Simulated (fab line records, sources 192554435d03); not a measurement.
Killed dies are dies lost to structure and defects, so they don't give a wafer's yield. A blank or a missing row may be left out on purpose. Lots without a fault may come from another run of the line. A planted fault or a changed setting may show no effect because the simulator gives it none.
fab line records | flow n5_finfet
record lots=24 wafers=72 last_day=20
route steps=1938 shown BEOL_M4@1039
lots that met no fault: from a run of the same line without faults
start_h: hours from the record's first day to the start of the lot's first wafer shown | wait_h: hours since the lot's step before | " the same as in the row above | L1.1+2: a row that stands for several wafers | - no value, or no start given | * or withheld: withheld | < > ~ a bound
route shown NAME@n: a module of which the file shows steps, and the number in the route of the first | usual: mean/standard deviation of fault-free wafers | same: alike in all rows | chamber/n: place in a boat | sites: the reading at each site | _std_site: their standard deviation | _edge_site: outer sites' mean less inner sites' | radius_mm: how far each site lies from the wafer's centre | mask NAME#n: copy n | behind: the tool/chamber that last shaped the wafer | hold: why the lot was held/for how many hours/how that ended | device: the transistor (n, p or np) that didn't switch | end of line: the same wafers' tests at the end of the route | a step without rows: its recipe alone | killed: dies lost to structure and defects at the first sort, not the wafer's yield | map: a wafer's dies, x killed, . not, _ none there
set.NAME: the setting as run; set.NAME@STEP: as run at that earlier step | model.NAME: the simulator's own value behind a step, which no gauge read
steps of the route over a sample of lots; a table a step, a row a wafer
services: from which hour (start_h, from the record's first day; less than 0 if before it) a tool's chamber was out of use, for how many hours, and why
## steps
# step N5_BEOL_M4_ETCH_63
# recipe chemistry=CF4 target=SiARC target_depth_a=156 mask_material=CAR-EUV time_s=26 ion_energy_ev=80 pressure_mtorr=40 source_w=545 bias_w=36 Ar_flow_sccm=100 cf4_flow_sccm=100 ends=cleared
# usual drypump_motor_current_A=5.7/0.41 etch_rf_on_time_s=25.9/0.56 oes_product_au=0.67/0.074 rf_vpp_V=184.2/1.3 showerhead_plenum_p_Torr=2.16/0.077 throttle_valve_pct=15.56/0.19
# columns lot.wafer tool chamber start_h wait_h drypump_motor_current_A etch_rf_on_time_s oes_product_au rf_hours_counter_h rf_vpp_V showerhead_plenum_p_Torr throttle_valve_pct
L074.4 rie_diel-02 3 173.90 0.0 5.7 25.7 0.60 231 182.8 2.21 15.60
L074.5 " 2 " " 5.9 26.2 0.59 - 184.5 2.03 15.93
L074.6 " 3 " " 5.6 26.1 0.59 - 185.6 2.21 15.59
L075.2 rie_diel-01 3 174.37 0.0 4.9 25.6 0.73 53 185.4 2.26 15.31
L075.4 " 0 " " 4.9 26.7 0.61 192 182.9 2.13 15.68
L075.6 " 1 " " 5.3 26.1 0.60 - 183.1 2.11 15.89
L076.1 rie_diel-01 1 179.70 0.0 5.3 25.8 0.60 246 183.1 2.11 15.89
L076.2 " 3 " " 4.9 25.4 0.73 55 185.2 2.26 15.32
L076.5 " 3 " " 4.9 25.5 0.74 - 183.2 2.26 15.32
L077.1 rie_diel-02 0 181.95 0.0 5.3 25.4 0.63 186 183.4 2.15 15.59
L077.3 " 1 " " 5.7 25.4 0.67 133 184.1 2.07 15.50
L077.5 " 2 " " 5.9 26.5 0.59 - 182.1 2.03 15.92
L078.2 rie_diel-04 2 191.57 0.0 5.7 25.6 0.72 70 183.6 2.10 15.46
L078.4 " 0 " " 5.7 25.3 0.81 - 185.5 2.26 15.31
L078.5 " 3 " " 5.8 25.3 0.64 - 186.4 2.15 15.53
L079.1 rie_diel-01 3 195.16 0.0 4.9 25.9 0.72 61 185.0 2.25 15.34
L079.2 " 0 " " 4.9 27.5 0.60 200 183.1 2.13 15.70
L079.6 " 2 " " 6.4 25.9 0.74 - 186.2 2.27 15.45
L081.3 rie_diel-02 1 214.35 0.0 5.7 25.6 0.66 144 182.9 2.07 15.52
L081.4 " 0 " " 5.3 25.4 0.62 196 183.9 2.14 15.60
L081.5 " 2 " " 5.9 26.6 0.58 - 182.8 2.03 15.96
L080.1 rie_diel-02 2 214.59 0.0 5.9 26.9 0.58 236 183.1 2.03 15.95
L080.3 " 0 " " 5.3 25.9 0.62 196 184.0 2.14 15.61
L080.6 " 3 " " 5.7 26.4 0.58 - 184.1 2.21 15.64
L082.2 rie_diel-01 0 216.05 0.0 4.9 27.3 0.60 209 185.1 2.12 15.72
L082.3 " 2 " " 6.4 25.9 0.73 62 184.6 2.27 15.47
L082.5 " 2 " " 6.4 25.7 0.73 - 183.5 2.27 15.47
L085.1 rie_diel-04 0 222.86 0.0 5.7 25.7 0.77 37 186.6 2.26 15.33
L085.2 " 3 " " 5.8 25.8 0.62 178 184.1 2.14 15.58
L085.6 " 3 " " 5.8 26.1 0.62 - 184.4 2.14 15.57
L084.1 rie_diel-02 1 223.68 0.0 5.6 26.1 0.65 148 182.0 2.07 15.53
L084.3 " 3 " " 5.6 26.6 0.58 250 184.8 2.21 15.61
L084.6 " 3 " " 5.6 26.9 0.57 - 184.7 2.21 15.63
L083.1 rie_diel-04 2 225.71 0.0 5.8 26.3 0.69 86 182.7 2.09 15.48
L083.5 " 0 " " 5.7 25.8 0.76 - 184.5 2.26 15.33
L083.6 " 2 " " 5.8 26.2 0.70 - 185.3 2.09 15.49
L086.3 rie_diel-02 0 243.44 0.0 5.3 25.3 0.62 212 184.2 2.14 15.63
L086.4 " 1 " " 5.7 25.6 0.65 - 184.0 2.06 15.53
L086.5 " 0 " " 5.3 25.2 0.62 - 184.2 2.14 15.64
L089.1 rie_diel-02 1 261.89 0.0 5.6 26.1 0.64 168 182.3 2.06 15.56
L089.3 " 0 " " 5.3 25.5 0.61 220 183.4 2.14 15.66
L089.4 " 1 " " 5.7 25.9 0.64 - 182.6 2.06 15.57
L087.3 rie_diel-04 3 261.94 0.0 5.8 26.0 0.62 197 183.5 2.13 15.60
L087.5 " 2 " " 5.8 26.4 0.68 - 182.3 2.09 15.53
L087.6 " 3 " " 5.8 25.8 0.62 - 182.5 2.13 15.61
L090.2 rie_diel-04 0 263.44 0.0 5.7 25.7 0.75 57 185.4 2.25 15.37
L090.3 " 3 " " 5.8 26.0 0.61 198 183.7 2.13 15.61
L090.4 " 1 " " 6.4 26.7 0.59 240 184.6 2.19 15.85
L088.1 rie_diel-02 1 268.56 0.0 5.7 25.7 0.64 172 182.3 2.06 15.57
L088.2 " 0 " " 5.3 25.1 0.61 224 182.9 2.13 15.66
L088.5 " 0 " " 5.3 25.1 0.61 - 184.7 2.13 15.65
L091.3 rie_diel-04 0 268.60 0.0 5.7 26.0 0.74 59 185.7 2.25 15.36
L091.5 " 3 " " 5.8 26.1 0.61 - 183.3 2.13 15.61
L091.6 " 0 " " 5.7 25.9 0.74 - 186.6 2.25 15.36
L092.2 rie_diel-04 3 270.51 0.0 5.8 26.1 0.61 200 184.5 2.13 15.62
L092.5 " 1 " " 6.4 26.9 0.59 - 186.6 2.18 15.87
L092.6 " 2 " " 5.8 26.8 0.67 - 181.9 2.08 15.52
L093.1 rie_diel-01 3 276.65 0.0 4.9 26.0 0.70 86 185.1 2.25 15.36
L093.4 " 2 " " 6.4 26.1 0.71 78 184.9 2.26 15.48
L093.5 " 2 " " 6.4 26.0 0.71 - 185.2 2.26 15.49
L094.1 rie_diel-02 0 277.94 0.0 5.3 25.1 0.61 228 183.8 2.13 15.66
L094.5 " 2 " " 5.9 25.3 0.86 - 185.7 2.28 15.50
L094.6 " 3 " " 5.6 24.8 0.80 - 185.6 2.20 15.14
L095.2 rie_diel-04 3 290.84 0.0 5.8 25.8 0.60 207 183.9 2.13 15.63
L095.3 " 2 " " 5.7 26.3 0.67 114 183.1 2.08 15.53
L095.5 " 2 " " 5.8 26.4 0.67 - 183.2 2.08 15.55
L096.1 rie_diel-02 2 307.65 0.0 5.9 25.5 0.80 14 185.3 2.27 15.54
L096.3 " 0 " " 5.3 25.4 0.60 240 184.0 2.13 15.68
L096.5 " 0 " " 5.3 25.5 0.60 - 184.1 2.13 15.70
L097.1 rie_diel-01 3 349.22 0.0 4.9 25.7 0.67 111 186.4 2.24 15.42
L097.2 " 1 " " 5.3 25.8 0.73 40 183.7 2.09 15.48
L097.3 " 0 " " 4.9 27.1 0.58 249 185.3 2.11 15.79
# step N5_BEOL_M4_ETCH_70
# recipe chemistry=N2/H2 target=SOC target_depth_a=800 overetch_a=240 mask_material=SiARC temp_c=40 time_s=130 ion_energy_ev=200 pressure_mtorr=30 source_w=840 bias_w=150 n2_flow_sccm=200 h2_flow_sccm=200
# usual drypump_motor_current_A=5.5/0.47 oes_product_au=0.58/0.059 rf_vpp_V=524.2/2.8 showerhead_plenum_p_Torr=2.55/0.1 throttle_valve_pct=17.76/0.17
# same time_s=130
# columns lot.wafer tool chamber start_h wait_h drypump_motor_current_A oes_product_au rf_hours_counter_h rf_vpp_V showerhead_plenum_p_Torr throttle_valve_pct
L075.2 rie_diel-01 3 183.44 0.0 4.9 0.63 55 526.1 2.70 17.60
L075.4 " 0 " " 4.9 0.53 194 523.7 2.50 17.82
L075.6 " 0 " " 4.9 0.53 - 523.4 2.50 17.81
L074.4 rie_diel-04 3 183.52 0.0 5.8 0.55 - 523.6 2.55 17.86
L074.5 " 0 " " 5.7 0.68 - 527.5 2.72 17.67
L074.6 " 2 " " 5.7 0.62 - 522.8 2.47 17.47
L076.1 rie_diel-01 1 191.26 0.0 5.3 0.51 249 522.0 2.50 18.03
L076.2 " 3 " " 4.9 0.62 58 528.4 2.70 17.60
L076.5 " 2 " " 6.4 0.63 - 528.6 2.71 17.77
L079.1 rie_diel-01 2 199.89 0.0 6.4 0.63 55 528.7 2.71 17.79
L079.2 " 0 " " 4.9 0.53 202 522.1 2.50 17.81
L079.6 " 2 " " 6.4 0.64 - 528.2 2.71 17.80
L077.1 rie_diel-02 2 207.18 0.0 5.9 0.51 233 521.1 2.41 18.19
L077.3 " 3 " " 5.7 0.51 242 527.2 2.63 17.89
L077.5 " 2 " " 5.9 0.51 - 520.5 2.41 18.19
L078.2 rie_diel-01 0 210.31 0.0 4.9 0.53 207 522.2 2.50 17.83
L078.4 " 3 " " 4.9 0.62 - 526.7 2.70 17.60
L078.5 " 0 " " 4.9 0.53 - 524.3 2.50 17.85
L081.3 rie_diel-02 0 218.34 0.0 5.3 0.53 197 525.0 2.51 17.68
L081.4 " 1 " " 5.6 0.57 146 520.8 2.44 17.73
L081.5 " 0 " " 5.3 0.53 - 523.4 2.51 17.68
L080.1 rie_diel-02 1 227.39 0.0 5.7 0.56 151 520.3 2.44 17.75
L080.3 " 0 " " 5.3 0.53 203 523.8 2.51 17.69
L080.6 " 0 " " 5.3 0.53 - 522.8 2.51 17.69
L082.2 rie_diel-04 0 228.47 0.0 5.7 0.66 41 528.3 2.71 17.71
L082.3 " 3 " " 5.8 0.53 182 523.7 2.54 17.93
L082.5 " 3 " " 5.8 0.54 - 523.9 2.54 17.90
L085.1 rie_diel-04 3 232.24 0.0 5.8 0.54 184 522.7 2.54 17.91
L085.2 " 0 " " 5.7 0.65 43 527.1 2.71 17.71
L085.6 " 0 " " 5.7 0.65 - 528.8 2.71 17.72
L083.1 rie_diel-02 0 232.72 0.0 5.3 0.52 206 521.9 2.51 17.70
L083.5 " 2 " " 5.9 0.50 - 520.0 2.40 18.22
L083.6 " 0 " " 5.3 0.53 - 521.9 2.51 17.68
L084.1 rie_diel-01 2 233.55 0.0 6.4 0.62 64 528.1 2.70 17.81
L084.3 " 0 " " 4.9 0.53 211 523.6 2.50 17.85
L084.6 " 1 " " 5.3 0.70 - 522.5 2.50 17.61
L086.3 rie_diel-04 1 257.95 0.0 6.4 0.52 238 524.3 2.60 17.95
L086.4 " 3 " " 5.8 0.53 195 524.0 2.53 17.93
L086.5 " 2 " " 5.8 0.58 - 521.8 2.46 17.53
L089.1 rie_diel-02 3 263.15 0.0 5.7 0.68 8 525.7 2.62 17.43
L089.3 " 1 " " 5.7 0.55 168 520.4 2.43 17.77
L089.4 " 0 " " 5.3 0.52 - 523.9 2.50 17.73
L087.3 rie_diel-02 1 266.08 0.0 5.7 0.55 170 521.5 2.43 17.78
L087.5 " 1 " " 5.6 0.55 - 519.8 2.43 17.79
L087.6 " 3 " " 5.7 0.69 - 526.1 2.62 17.46
L090.2 rie_diel-01 3 266.61 0.0 4.9 0.61 83 529.1 2.69 17.66
L090.3 " 2 " " 6.4 0.61 75 526.5 2.70 17.83
L090.4 " 1 " " 5.2 0.67 13 521.4 2.49 17.63
L088.1 rie_diel-01 1 275.76 0.0 5.3 0.67 16 521.9 2.49 17.64
L088.2 " 2 " " 6.4 0.61 78 526.5 2.70 17.83
L088.5 " 0 " " 4.9 0.52 - 523.8 2.49 17.86
L091.3 rie_diel-01 0 276.24 0.0 4.9 0.52 225 524.6 2.49 17.87
L091.5 " 1 " " 5.3 0.66 - 522.7 2.49 17.63
L091.6 " 0 " " 5.0 0.53 - 522.7 2.49 17.88
L092.2 rie_diel-01 0 281.82 0.0 4.9 0.52 226 522.1 2.49 17.89
L092.5 " 2 " " 6.4 0.61 - 528.0 2.70 17.85
L092.6 " 1 " " 5.3 0.65 - 521.7 2.49 17.64
L093.1 rie_diel-02 0 295.12 0.0 5.3 0.52 234 523.2 2.50 17.75
L093.4 " 2 " " 5.9 0.70 8 528.9 2.72 17.82
L093.5 " 3 " " 5.7 0.66 - 526.1 2.61 17.48
L094.1 rie_diel-02 0 296.27 0.0 5.3 0.51 235 524.0 2.50 17.74
L094.5 " 1 " " 5.7 0.54 - 521.5 2.43 17.81
L094.6 " 2 " " 5.9 0.69 - 527.8 2.71 17.82
L095.2 rie_diel-04 3 296.31 0.0 5.8 0.52 209 523.3 2.53 17.95
L095.3 " 1 " " 6.4 0.51 251 525.5 2.60 17.97
L095.5 " 2 " " 5.7 0.58 - 520.7 2.45 17.57
L096.1 rie_diel-01 1 326.37 0.0 5.3 0.64 32 523.9 2.48 17.66
L096.3 " 3 " " 4.9 0.59 102 528.9 2.68 17.68
L096.5 " 0 " " 4.9 0.52 - 523.3 2.48 17.90
L097.1 rie_diel-01 0 351.30 0.0 4.9 0.51 249 523.1 2.48 17.93
L097.2 " 3 " " 4.9 0.58 112 527.4 2.68 17.71
L097.3 " 1 " " 5.3 0.63 40 523.8 2.48 17.67
# step N5_BEOL_M4_ETCH_41
# recipe chemistry=CH3F/O2 target=SiCN target_depth_a=299 taper_deg=2 time_s=52.5 ion_energy_ev=120 mask_material=TiN pressure_mtorr=30 source_w=395 bias_w=75 Ar_flow_sccm=150 CH3F_flow_sccm=30 O2_flow_sccm=20
# usual drypump_motor_current_A=5.5/0.47 oes_product_au=0.79/0.087 rf_vpp_V=297.5/1.7 showerhead_plenum_p_Torr=2.01/0.074 throttle_valve_pct=16.26/0.2
# same time_s=52.5
# columns lot.wafer tool chamber start_h wait_h drypump_motor_current_A oes_product_au rf_hours_counter_h rf_vpp_V showerhead_plenum_p_Torr throttle_valve_pct
L075.2 rie_diel-01 3 - - 4.9 0.86 55 302.3 2.11 15.99
L075.4 " 0 " " 4.9 0.72 194 296.7 1.99 16.44
L075.6 " 0 " " 4.9 0.72 - 297.3 1.99 16.45
L074.4 rie_diel-04 3 - - 5.8 0.75 - 298.1 2.01 16.26
L074.5 " 0 " " 5.7 0.93 - 299.3 2.12 15.96
L074.6 " 2 " " 5.7 0.84 - 295.9 1.96 16.18
L076.1 rie_diel-01 1 - - 5.3 0.69 249 296.7 1.95 16.51
L076.2 " 3 " " 4.9 0.85 58 299.3 2.11 16.02
L076.5 " 2 " " 6.4 0.87 - 300.0 2.13 16.19
L079.1 rie_diel-01 2 - - 6.4 0.86 55 299.3 2.13 16.20
L079.2 " 0 " " 5.0 0.71 202 297.8 1.99 16.46
L079.6 " 2 " " 6.4 0.86 - 300.4 2.13 16.21
L077.1 rie_diel-02 2 - - 5.9 0.68 233 295.7 1.89 16.66
L077.3 " 3 " " 5.6 0.67 242 297.5 2.07 16.30
L077.5 " 2 " " 5.9 0.68 - 296.4 1.89 16.66
L078.2 rie_diel-01 0 - - 4.9 0.71 207 296.7 1.99 16.49
L078.4 " 3 " " 4.9 0.84 - 299.7 2.11 16.02
L078.5 " 0 " " 4.9 0.71 - 294.4 1.99 16.47
L081.3 rie_diel-02 0 - - 5.3 0.72 197 297.4 2.00 16.27
L081.4 " 1 " " 5.7 0.77 146 295.6 1.93 16.26
L081.5 " 0 " " 5.3 0.72 - 296.6 2.00 16.27
L080.1 rie_diel-02 1 - - 5.7 0.77 151 295.7 1.93 16.27
L080.3 " 0 " " 5.3 0.72 203 297.8 1.99 16.28
L080.6 " 0 " " 5.3 0.72 - 296.6 1.99 16.29
L082.2 rie_diel-04 0 - - 5.7 0.89 41 299.6 2.11 15.99
L082.3 " 3 " " 5.8 0.73 182 296.7 2.00 16.30
L082.5 " 3 " " 5.8 0.73 - 298.1 2.00 16.29
L085.1 rie_diel-04 3 - - 5.8 0.72 184 296.2 2.00 16.32
L085.2 " 0 " " 5.7 0.89 43 298.8 2.11 16.01
L085.6 " 0 " " 5.7 0.89 - 300.2 2.11 16.01
L083.1 rie_diel-02 0 - - 5.3 0.71 206 297.3 1.99 16.30
L083.5 " 2 " " 5.9 0.67 - 295.4 1.89 16.66
L083.6 " 0 " " 5.3 0.72 - 296.3 1.99 16.30
L084.1 rie_diel-01 2 - - 6.4 0.86 64 299.0 2.13 16.22
L084.3 " 0 " " 4.9 0.72 211 296.7 1.99 16.46
L084.6 " 1 " " 5.3 0.99 - 296.6 1.95 16.04
L086.3 rie_diel-04 1 - - 6.4 0.69 238 297.5 2.04 16.55
L086.4 " 3 " " 5.8 0.72 195 296.4 2.00 16.35
L086.5 " 2 " " 5.7 0.79 - 296.2 1.95 16.23
L089.1 rie_diel-02 3 - - 5.6 0.95 9 298.3 2.06 15.84
L089.3 " 1 " " 5.6 0.76 169 295.1 1.92 16.31
L089.4 " 0 " " 5.3 0.71 - 296.9 1.99 16.34
L087.3 rie_diel-02 1 - - 5.6 0.76 170 294.7 1.92 16.30
L087.5 " 1 " " 5.6 0.75 - 295.9 1.92 16.31
L087.6 " 3 " " 5.7 0.94 - 299.4 2.06 15.84
L090.2 rie_diel-01 3 - - 4.9 0.80 83 298.1 2.10 16.05
L090.3 " 2 " " 6.4 0.83 75 300.6 2.12 16.25
L090.4 " 1 " " 5.3 0.92 14 297.0 1.95 16.06
L088.1 rie_diel-01 1 - - 5.3 0.91 16 296.9 1.95 16.07
L088.2 " 2 " " 6.4 0.84 78 298.7 2.12 16.25
L088.5 " 0 " " 4.9 0.70 - 298.0 1.98 16.51
L091.3 rie_diel-01 0 - - 4.9 0.70 225 297.5 1.98 16.51
L091.5 " 1 " " 5.3 0.91 - 295.4 1.95 16.08
L091.6 " 0 " " 4.9 0.69 - 297.7 1.98 16.51
L092.2 rie_diel-01 0 - - 4.9 0.70 226 295.8 1.98 16.50
L092.5 " 2 " " 6.4 0.82 - 300.0 2.12 16.27
L092.6 " 1 " " 5.3 0.90 - 296.4 1.95 16.08
L093.1 rie_diel-02 0 - - 5.3 0.69 235 296.7 1.98 16.35
L093.4 " 2 " " 5.9 0.95 8 299.9 2.13 16.24
L093.5 " 3 " " 5.7 0.90 - 299.1 2.06 15.87
L094.1 rie_diel-02 0 - - 5.3 0.69 235 296.0 1.98 16.35
L094.5 " 1 " " 5.7 0.74 - 294.6 1.92 16.33
L094.6 " 2 " " 5.9 0.95 - 299.8 2.13 16.24
L095.2 rie_diel-04 3 - - 5.8 0.71 209 296.7 1.99 16.36
L095.3 " 1 " " 6.4 0.68 252 298.0 2.04 16.56
L095.5 " 2 " " 5.7 0.78 - 295.4 1.95 16.26
L096.1 rie_diel-01 1 - - 5.3 0.89 32 296.3 1.94 16.12
L096.3 " 3 " " 4.9 0.80 103 299.2 2.09 16.10
L096.5 " 0 " " 4.9 0.69 - 296.1 1.98 16.54
L097.1 rie_diel-01 0 - - 4.9 0.69 249 295.4 1.98 16.53
L097.2 " 3 " " 4.9 0.79 112 298.1 2.09 16.12
L097.3 " 1 " " 5.3 0.86 41 297.4 1.94 16.11
# step N5_BEOL_M4_DEGAS_44
# recipe ambient=vacuum temp_c=250 time_s=60
# usual heater_power_w=338/37
# same time_s=60
# columns lot.wafer tool chamber start_h wait_h heater_power_w
L075.2 pvd_sputter-03 - 184.61 0.7 305
L075.4 " - " " 321
L075.6 " - " " 380
L074.4 pvd_sputter-03 - 184.77 0.6 314
L074.5 " - " " 312
L074.6 " - " " 314
L076.1 pvd_sputter-01 - 192.13 0.3 347
L076.2 " - " " 388
L076.5 " - " " 346
L079.1 pvd_sputter-02 - 200.97 0.6 386
L079.2 " - " " 326
L079.6 " - " " 391
L077.1 pvd_sputter-03 - 208.06 0.4 318
L077.3 " - " " 310
L077.5 " - " " 318
L078.2 pvd_sputter-02 - 211.09 0.2 327
L078.4 " - " " 405
L078.5 " - " " 270
L081.3 pvd_sputter-01 - 218.91 0.0 381
L081.4 " - " " 340
L081.5 " - " " 349
L080.1 pvd_sputter-03 - 228.39 0.5 326
L080.3 " - " " 374
L080.6 " - " " 315
L082.2 pvd_sputter-02 - 229.02 0.0 386
L082.3 " - " " 270
L082.5 " - " " 395
L085.1 pvd_sputter-02 - 233.22 0.5 270
L085.2 " - " " 401
L085.6 " - " " 319
L083.1 pvd_sputter-03 - 233.50 0.3 325
L083.5 " - " " 312
L083.6 " - " " 325
L084.1 pvd_sputter-01 - 235.97 1.9 345
L084.3 " - " " 376
L084.6 " - " " 341
L086.3 pvd_sputter-01 - 258.52 0.1 345
L086.4 " - " " 340
L086.5 " - " " 343
L089.1 pvd_sputter-03 - 263.89 0.2 316
L089.3 " - " " 380
L089.4 " - " " 327
L087.3 pvd_sputter-02 - 267.01 0.4 272
L087.5 " - " " 316
L087.6 " - " " 331
L090.2 pvd_sputter-02 - 267.71 0.6 265
L090.3 " - " " 322
L090.4 " - " " 391
L088.1 pvd_sputter-02 - 276.57 0.3 398
L088.2 " - " " 309
L088.5 " - " " 400
L091.3 pvd_sputter-01 - 277.08 0.3 345
L091.5 " - " " 370
L091.6 " - " " 339
L092.2 pvd_sputter-01 - 282.92 0.6 399
L092.5 " - " " 348
L092.6 " - " " 345
L093.1 pvd_sputter-02 - 296.84 1.2 328
L093.4 " - " " 401
L093.5 " - " " 399
L094.1 pvd_sputter-03 - 296.97 0.2 310
L094.5 " - " " 329
L094.6 " - " " 310
L095.2 pvd_sputter-02 - 297.02 0.2 329
L095.3 " - " " 388
L095.5 " - " " 404
L096.1 pvd_sputter-01 - 327.08 0.2 377
L096.3 " - " " 339
L096.5 " - " " 343
L097.1 pvd_sputter-02 - 352.14 0.3 311
L097.2 " - " " 395
L097.3 " - " " 326
# step N5_BEOL_M4_SPUTTER_94
# recipe material=Cu target_thk_a=45 temp_c=-20 chamber_pressure_pa=0.07 power_w=withheld time_s=8.29
# usual throttle_valve_pct=30.4/0.98
# same time_s=8.29
# columns lot.wafer tool chamber start_h wait_h throttle_valve_pct
L075.2 pvd_sputter-01 - 186.99 0.1 31.3
L075.4 " - " " 29.5
L075.6 " - " " 29.4
L074.4 pvd_sputter-03 - 188.63 0.1 30.7
L074.5 " - " " 30.3
L074.6 " - " " 29.2
L076.1 pvd_sputter-01 - 194.65 0.1 30.8
L076.2 " - " " 31.6
L076.5 " - " " 31.2
L079.1 pvd_sputter-03 - 203.19 0.1 31.4
L079.2 " - " " 31.0
L079.6 " - " " 29.2
L077.1 pvd_sputter-01 - 210.41 0.1 30.8
L077.3 " - " " 31.2
L077.5 " - " " 29.5
L078.2 pvd_sputter-01 - 213.27 0.1 31.0
L078.4 " - " " 29.3
L078.5 " - " " 29.5
L081.3 pvd_sputter-01 - 222.75 0.1 31.2
L081.4 " - " " 30.8
L081.5 " - " " 31.1
L080.1 pvd_sputter-03 - 231.54 0.1 30.5
L080.3 " - " " 31.2
L080.6 " - " " 29.3
L082.2 pvd_sputter-02 - 231.68 0.1 29.3
L082.3 " - " " 28.2
L082.5 " - " " 29.6
L085.1 pvd_sputter-03 - 235.70 0.1 29.5
L085.2 " - " " 31.1
L085.6 " - " " 29.3
L083.1 pvd_sputter-02 - 235.82 0.1 28.2
L083.5 " - " " 29.7
L083.6 " - " " 29.6
L084.1 pvd_sputter-03 - 238.08 0.1 31.4
L084.3 " - " " 30.8
L084.6 " - " " 31.3
L086.3 pvd_sputter-03 - 260.72 0.1 31.0
L086.4 " - " " 30.3
L086.5 " - " " 30.3
L089.1 pvd_sputter-03 - 267.50 0.1 29.3
L089.3 " - " " 31.7
L089.4 " - " " 30.9
L087.3 pvd_sputter-02 - 269.33 0.1 29.8
L087.5 " - " " 28.2
L087.6 " - " " 30.0
L090.2 pvd_sputter-01 - 271.07 0.1 31.4
L090.3 " - " " 29.5
L090.4 " - " " 31.5
L088.1 pvd_sputter-03 - 278.84 0.1 29.5
L088.2 " - " " 30.3
L088.5 " - " " 31.4
L091.3 pvd_sputter-03 - 281.30 0.1 31.2
L091.5 " - " " 31.4
L091.6 " - " " 29.3
L092.2 pvd_sputter-01 - 285.65 0.1 31.4
L092.5 " - " " 31.1
L092.6 " - " " 31.2
L094.1 pvd_sputter-03 - 299.18 0.1 29.5
L094.5 " - " " 30.1
L094.6 " - " " 31.2
L093.1 pvd_sputter-02 - 299.32 0.1 28.5
L093.4 " - " " 29.4
L093.5 " - " " 29.4
L095.2 pvd_sputter-03 - 301.02 0.1 30.6
L095.3 " - " " 31.4
L095.5 " - " " 31.2
L096.1 pvd_sputter-02 - 329.31 0.1 29.5
L096.3 " - " " 30.1
L096.5 " - " " 30.0
L097.1 pvd_sputter-01 - 354.41 0.1 31.7
L097.2 " - " " 31.4
L097.3 " - " " 31.0
# step N5_BEOL_M4_PRE_CLEAN_60
# recipe gas=NH3/H2 time_s=15 temp_c=* rf_power_w=300
# usual heater_power_outer_w=17/11 heater_power_w=75/14
# same time_s=15
# columns lot.wafer tool chamber start_h wait_h heater_power_outer_w heater_power_w
L075.2 cvd_co-02 2 188.13 0.1 10 74
L075.4 " 0 " " 21 83
L075.6 " 2 " " 9 76
L074.4 cvd_co-01 1 190.05 0.1 15 68
L074.5 " 1 " " 15 69
L074.6 " 2 " " 6 52
L076.1 cvd_co-02 0 195.71 0.0 21 84
L076.2 " 2 " " 10 76
L076.5 " 2 " " 10 75
L079.1 cvd_co-01 1 204.23 0.0 15 69
L079.2 " 2 " " 6 53
L079.6 " 1 " " 15 71
L077.1 cvd_co-02 0 211.61 0.0 20 83
L077.3 " 2 " " 10 74
L077.5 " 0 " " 20 85
L078.2 cvd_co-02 2 214.52 0.0 10 73
L078.4 " 2 " " 9 73
L078.5 " 0 " " 20 85
L081.3 cvd_co-01 1 223.82 0.1 15 72
L081.4 " 0 " " 13 71
L081.5 " 1 " " 16 70
L080.1 cvd_co-01 2 232.91 0.0 6 53
L080.3 " 1 " " 15 70
L080.6 " 1 " " 15 71
L082.2 cvd_co-01 1 233.29 0.2 15 70
L082.3 " 2 " " 6 52
L082.5 " 1 " " 16 70
L085.1 cvd_co-01 1 236.75 0.0 16 70
L085.2 " 2 " " 6 53
L085.6 " 0 " " 12 71
L083.1 cvd_co-02 2 237.40 0.1 10 75
L083.5 " 2 " " 10 74
L083.6 " 1 " " 37 96
L084.1 cvd_co-02 1 239.12 0.0 37 97
L084.3 " 2 " " 10 73
L084.6 " 2 " " 10 74
L086.3 cvd_co-02 2 262.12 0.0 10 76
L086.4 " 1 " " 37 98
L086.5 " 0 " " 20 85
L089.1 cvd_co-02 2 269.59 0.0 10 73
L089.3 " 0 " " 21 84
L089.4 " 2 " " 10 71
L087.3 cvd_co-02 2 270.68 0.0 10 74
L087.5 " 1 " " 38 96
L087.6 " 0 " " 21 85
L090.2 cvd_co-01 1 272.12 0.0 16 72
L090.3 " 0 " " 12 70
L090.4 " 2 " " 6 53
L088.1 cvd_co-01 2 279.89 0.0 6 53
L088.2 " 1 " " 16 70
L088.5 " 2 " " 6 54
L091.3 cvd_co-01 1 282.36 0.1 16 70
L091.5 " 2 " " 6 53
L091.6 " 1 " " 16 71
L092.2 cvd_co-02 1 286.69 0.0 37 96
L092.5 " 1 " " 37 98
L092.6 " 2 " " 10 74
L094.1 cvd_co-02 0 300.24 0.0 21 85
L094.5 " 0 " " 21 84
L094.6 " 1 " " 38 95
L093.1 cvd_co-02 0 300.45 0.1 20 85
L093.4 " 2 " " 10 73
L093.5 " 1 " " 36 97
L095.2 cvd_co-02 0 302.07 0.0 21 83
L095.3 " 2 " " 10 73
L095.5 " 1 " " 37 98
L096.1 cvd_co-01 2 330.37 0.0 6 53
L096.3 " 1 " " 16 71
L096.5 " 2 " " 6 54
L097.1 cvd_co-01 0 355.45 0.0 13 71
L097.2 " 1 " " 16 72
L097.3 " 2 " " 6 55
## services
# columns tool chamber start_h hours kind
cvd_co-02 - 157.45 0.8 repair
rie_diel-04 2 158.20 4.0 repair
rie_diel-04 1 175.91 66.9 repair
cvd_co-01 0 186.88 23.8 repair
rie_diel-01 1 192.52 - clean
rie_diel-01 1 192.52 - consumable_replace:focus_ring
rie_diel-01 - 218.42 14.6 pm
cvd_co-02 - 222.41 14.6 pm
rie_diel-02 3 223.86 - clean
rie_diel-02 3 223.86 - consumable_replace:focus_ring
rie_diel-02 2 244.49 - clean
rie_diel-02 2 244.49 - consumable_replace:focus_ring
rie_diel-02 2 244.49 - consumable_replace:showerhead
cvd_co-01 0 273.32 15.6 repair
cvd_co-01 1 288.80 24.4 repair
cvd_co-01 0 293.30 39.6 repair
rie_diel-02 1 300.39 15.4 repair
pvd_sputter-02 - 301.83 7.9 repair
rie_diel-02 3 305.25 2.1 repair
rie_diel-04 1 308.27 2.9 repair
cvd_co-02 - 309.43 2.8 pm
rie_diel-04 0 311.57 9.9 repair
rie_diel-04 3 346.23 10.6 repair
rie_diel-04 - 352.25 0.6 repair
## key
fault none
